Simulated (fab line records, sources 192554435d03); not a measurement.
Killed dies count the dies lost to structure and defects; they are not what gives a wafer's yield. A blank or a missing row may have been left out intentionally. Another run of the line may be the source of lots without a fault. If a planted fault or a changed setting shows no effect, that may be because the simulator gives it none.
A lot that was struck, set against a sound lot | flow n5-finfet | 13 out of 1938 route steps
Sound: these wafers, L889.1, L889.2, L889.4. Struck: wafers L877.1, L877.3, L877.5. The cause is named last.
At each step with rows: each side's tool, then ch and its chambers, then its first start. Under that, the readings that differ: sound wafers | struck wafers | difference of the means | sigmas: that difference in standard deviations of wafers without a fault.
alike: a reading whose means differ by less than 2 such deviations, as well as words and numbers matching on both sides. not compared: withheld readings; readings where some wafer has no value; bounds like >300 that might hide an equal value; numbers whose values overlap and for which the record gives no deviation.
Wherever a step has rows on one side only, a row that says differs or no value, or a row with sigmas, the two part there. Numbers that don't overlap but have no deviation are shown without sigmas and don't part them. A reading missing from all wafers of one side parts the sides only when that side holds two or more wafers.

first, 10 steps without rows for these wafers: N5_MOL_CONTACT_COAG_DESCUM_13 (chemistry O2, time 7 s); N5_MOL_CONTACT_COAG_ETCH_59 (etches underlayer in N2/H2, target depth 13 nm, time 10.4 s); N5_MOL_CONTACT_COAG_ETCH_105 (etches SiARC in CF4, target depth 15.6 nm, time 26 s); N5_MOL_CONTACT_COAG_ETCH_106 (etches SOC in N2/H2, target depth 80 nm, overetch 16 nm, time 120 s); N5_MOL_CONTACT_COAG_STRIP_107 (strips in N2/H2); N5_MOL_CONTACT_COAG_STRIP_108 (strips in N2/H2); N5_MOL_CONTACT_COAG_CONTACT_ETCH_14 (etches SiO2 in C4F6/O2, target depth 27.5 nm, overetch 8.5 nm, time 20 s); N5_MOL_CONTACT_COAG_STRIP_109 (strips in C4F6/O2); N5_MOL_CONTACT_COAG_ETCH_15 (etches SiNx in CH3F/O2, stops on Si:P, target depth 7 nm); N5_MOL_CONTACT_COAG_ETCH_110 (etches Si in CF4/O2, target depth 2.5 nm, time 8 s).
N5_MOL_CONTACT_COAG_STRIP_98: strips in N2/H2.
  sound on rie-diel-03 ch 0,1,2, day 10 09:37; struck on rie-diel-03 ch 1,2, day 7 06:22
  no value came back on the struck wafers for any of 8 readings (bias-power-w (W), chamber-pressure-mTorr (mTorr) and others); on the sound wafers bias-power-w (W) reads 7.978 7.986 8.012
  reading                                            | sound | struck         | difference | sigmas
  model.SOC_of_MOL_CONTACT_COAG_COAT_103.thk-nm (nm) | 0 0 0 | 74.4 73.8 73.6 | +73.9      |
N5_BEOL_M4_RC_MEAS_101:
  the record has rows for the sound wafers here (prober-01 ch 0, day 15 12:32) and none for the struck ones
-- a jump in the record: the struck wafers' starts before and after are 9 days apart (it breaks off in module BEOL_M4 and resumes in module PASSIVATION, where the first step shown is number 1936 of the route) --
N5_PASSIVATION_PROBE_49:
  struck on prober-01, day 16 16:14; sound on prober-01, day 20 05:50
  reading                  | sound          | struck         | difference | sigmas
  defect-limited-yield (%) | 90.4 92.5 92.0 | 0 0 0          | -92        | -65
  killed_at_M4_up          | 13 8 11        | 30 30 13       | +14        | +2
  killed-at-contacts       | 16 10 11       | 1066 1083 1097 | +1070      | +99 or more
  killed-dies              | 113 89 94      | 1180 1180 1180 | +1081      | +64
  killed-on-rim            | 14 14 10       | 152 152 152    | +139       | +35
  sort_bin_5_function (%)  | 5.5 4.5 4.4    | 96.4 96.0 97.0 | +91.7      | +92
  sort-n-pass              | 1067 1091 1065 | 0 0 0          | -1074      | -21
  sort-yield-pct (%)       | 90 92 90       | 0 0 0          | -91        | -21
  alike: killed_at_M0_to_M3, killed-at-front-end, killed-at-other, killed-open, killed-short, sort_bin_6_memory, sort_bin_8_speed

## WHERE THEY PART
Last at N5_PASSIVATION_PROBE_49 as far as this record goes, first at N5_MOL_CONTACT_COAG_STRIP_98.

WHY: what had been put in by the simulator
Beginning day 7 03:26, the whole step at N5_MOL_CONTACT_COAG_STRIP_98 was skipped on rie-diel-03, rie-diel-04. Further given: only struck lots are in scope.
